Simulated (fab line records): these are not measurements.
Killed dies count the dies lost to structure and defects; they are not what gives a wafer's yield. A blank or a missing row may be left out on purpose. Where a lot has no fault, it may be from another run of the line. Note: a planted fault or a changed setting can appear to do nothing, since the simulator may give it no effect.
Which tool is to blame? ; flow nand-harc ; 15 lots, 42 wafers sampled, at 6 steps of a route of 1302

## WHAT EACH GAUGE READ, for each wafer
NHARC_A_ONON_D1_THK_MEAS_02: measures by ellipsometry.
lot;measured;on;thk-nm (nm)
L992;day 9 00:52;film-metro-02;1002 1001 1002
L993;day 9 08:49;film-metro-02;1010 1009 1009
L995;day 9 23:33;film-metro-02;1004 1005 1005
L994;day 9 23:33;film-metro-01;985 986 984
L996;day 10 22:18;film-metro-01;991 989 990
L997;day 10 22:18;film-metro-02;1013 1010 1012
L998;day 11 14:58;film-metro-02;1005 1005
L999;day 11 23:06;film-metro-02;1006 1006 1005
L100;day 12 04:58;film-metro-02;986 986
L101;day 12 15:47;film-metro-01;1011 1010
L107;day 15 08:47;film-metro-01;1026 1025 1025
L108;day 15 18:11;film-metro-01;999 996 997
L109;day 16 00:37;film-metro-01;995 995 994
L111;day 16 21:34;film-metro-01;1013 1013 1013
L112;day 17 08:35;film-metro-02;991 989 989

NHARC_A_ONON_D1_THK_MEAS_24: measures by ellipsometry.
lot;measured;on;thk-nm (nm)
L992;day 9 12:04;film-metro-01;990 991 989
L993;day 9 20:16;film-metro-02;1007 1006 1006
L995;day 10 11:31;film-metro-01;986 985 986
L994;day 10 11:32;film-metro-02;1022 1022 1020
L996;day 11 12:40;film-metro-01;996 998 996
L997;day 11 12:39;film-metro-02;1007 1006 1007
L998;day 12 04:14;film-metro-01;995 1032
L999;day 12 10:20;film-metro-02;1017 1016 1017
L100;day 12 16:10;film-metro-02;1032 1000
L101;day 13 07:13;film-metro-01;1042 1009
L107;day 15 21:41;film-metro-01;1006 1005 1006
L108;day 16 07:03;film-metro-02;998 1000 998
L109;day 16 14:40;film-metro-01;1005 1008 1006
L111;day 17 09:20;film-metro-02;1013 1012 1015
L112;day 17 20:06;film-metro-02;1018 1019 1018

NHARC_A_ONON_D1_THK_MEAS_27: measures by ellipsometry.
lot;measured;on;thk-nm (nm)
L992;day 9 12:38;film-metro-01;1000 1000 999
L993;day 9 20:50;film-metro-02;981 980 982
L995;day 10 12:05;film-metro-01;1009 1007 1005
L994;day 10 12:06;film-metro-02;1011 1012 1013
L996;day 11 13:14;film-metro-02;984 983 983
L997;day 11 13:13;film-metro-01;995 995 996
L998;day 12 04:49;film-metro-01;991 993
L999;day 12 10:55;film-metro-01;1006 1005 1008
L100;day 12 16:44;film-metro-02;1010 1008
L101;day 13 07:47;film-metro-01;999 999
L107;day 15 22:17;film-metro-02;1013 1012 1012
L108;day 16 07:37;film-metro-02;1002 1001 1002
L109;day 16 15:14;film-metro-01;993 992 994
L111;day 17 09:54;film-metro-01;1000 1001 999
L112;day 17 20:40;film-metro-02;986 987 987

NHARC_A_CHANNEL_HOLE_D1_OVL_MEAS_11.
lot;measured;on;overlay-x-nm (nm);overlay-y-nm (nm)
L992;day 9 17:32;overlay-01;1.0 0.2 -0.1;-0.9 0.2 -0.1
L993;day 10 00:44;overlay-01;0.5 0.3 0.5;0.4 0.4 -0.1
L995;day 10 16:19;overlay-02;0.3 0.5 0.2;0.3 0.5 0.6
L994;day 10 18:22;overlay-01;-2.1 -1.2 -1.6;0.0 0.1 0.0
L996;day 11 21:05;overlay-02;-1.1 -1.0 -1.0;-0.3 -0.1 -0.3
L997;day 11 20:11;overlay-01;1.2 1.4 1.2;0.2 0.3 0.2
L998;day 12 12:29;overlay-01;0.7 1.1;0.4 0.2
L999;day 12 16:25;overlay-01;0.8 1.3 1.1;-0.6 -0.8 -0.3
L100;day 12 21:14;overlay-02;-0.3 0.0;-1.3 -0.8
L101;day 13 11:53;overlay-02;0.1 0.7;-1.9 -2.5
L107;day 16 02:10;overlay-01;-0.3 -0.6 -0.7;-0.1 -0.1 -0.4
L108;day 16 12:59;overlay-02;-1.2 -0.3 -1.2;-0.6 -0.8 -0.4
L109;day 16 20:18;overlay-01;1.0 1.6 0.5;-0.7 -0.9 -1.1
L111;day 17 13:44;overlay-02;0.7 0.2 0.3;1.7 1.0 1.3
L112;day 18 00:52;overlay-02;1.2 1.1 1.4;1.2 1.0 1.0

NHARC_END_SORT_01.
lot;measured;on;killed-at-array;killed-at-other;killed-at-periphery;killed-dies;killed-open;killed-short
L998;day 28 15:27;prober-01;41 94;1 4;7 8;49 106;6 4;4 3
L100;day 28 21:36;prober-01;137 80;1 1;11 8;149 89;3 0;2 3
L101;day 29 06:41;prober-02;100 49;1 1;2 2;103 52;2 4;1 3

## EACH LOT AND THE TOOL THAT RAN IT (in order: tool; ch and the chambers of the sampled wafers; start)
lot;NHARC_A_ONON_D1_DEP_22
L992;pecvd-onon-04 ch 0, day 9 11:37
L993;pecvd-onon-02 ch 0, day 9 19:46
L995;pecvd-onon-02 ch 0, day 10 11:01
L994;pecvd-onon-04 ch 0, day 10 11:01
L996;pecvd-onon-02 ch 0, day 11 12:09
L997;pecvd-onon-04 ch 0, day 11 12:12
L998;pecvd-onon-02 ch 0, day 12 03:50
L999;pecvd-onon-04 ch 0, day 12 09:50
L100;pecvd-onon-02 ch 0, day 12 15:40
L101;pecvd-onon-02 ch 0, day 13 06:43
L107;pecvd-onon-04 ch 0, day 15 21:11
L108;pecvd-onon-04 ch 0, day 16 06:40
L109;pecvd-onon-01 ch 0, day 16 14:10
L111;pecvd-onon-01 ch 0, day 17 08:56
L112;pecvd-onon-01 ch 0, day 17 19:35
- NHARC_A_ONON_D1_DEP_22: target thk 1000 nm.

## AS READ BY THE TOOLS THEMSELVES (means over the sampled wafers that have a number; for cases with no such wafer, the mark the record gives instead)
The record holds no such reading with a usual standard deviation.

## THE ANSWER, worked out from the rows above alone
Rule: what is usual is taken from the lots themselves. The widest of any qualifying gaps counts: lots, ordered by their means at a reading, are off when they make up no more than a third of the lots, leave a main group of 4 or more, and stand apart from it by 3 or more times the standard deviation of that group's means. Not used: any main group whose means are identical at the precision the tables above print for the reading. A lot without any number at a reading at which 4 lots or more have one is off too. The other lots that the step has rows for count as sound. Order of review: gauges by route order, followed by the tools' own readings, for which a lot's mean as printed above is used. At the first step where some lot is off, the reading lying furthest off is the one used; lots without a number count as furthest.
None of the lots is off at any reading shown; this tells nothing.

## WHAT HAD BEEN PUT IN BY THE SIMULATOR
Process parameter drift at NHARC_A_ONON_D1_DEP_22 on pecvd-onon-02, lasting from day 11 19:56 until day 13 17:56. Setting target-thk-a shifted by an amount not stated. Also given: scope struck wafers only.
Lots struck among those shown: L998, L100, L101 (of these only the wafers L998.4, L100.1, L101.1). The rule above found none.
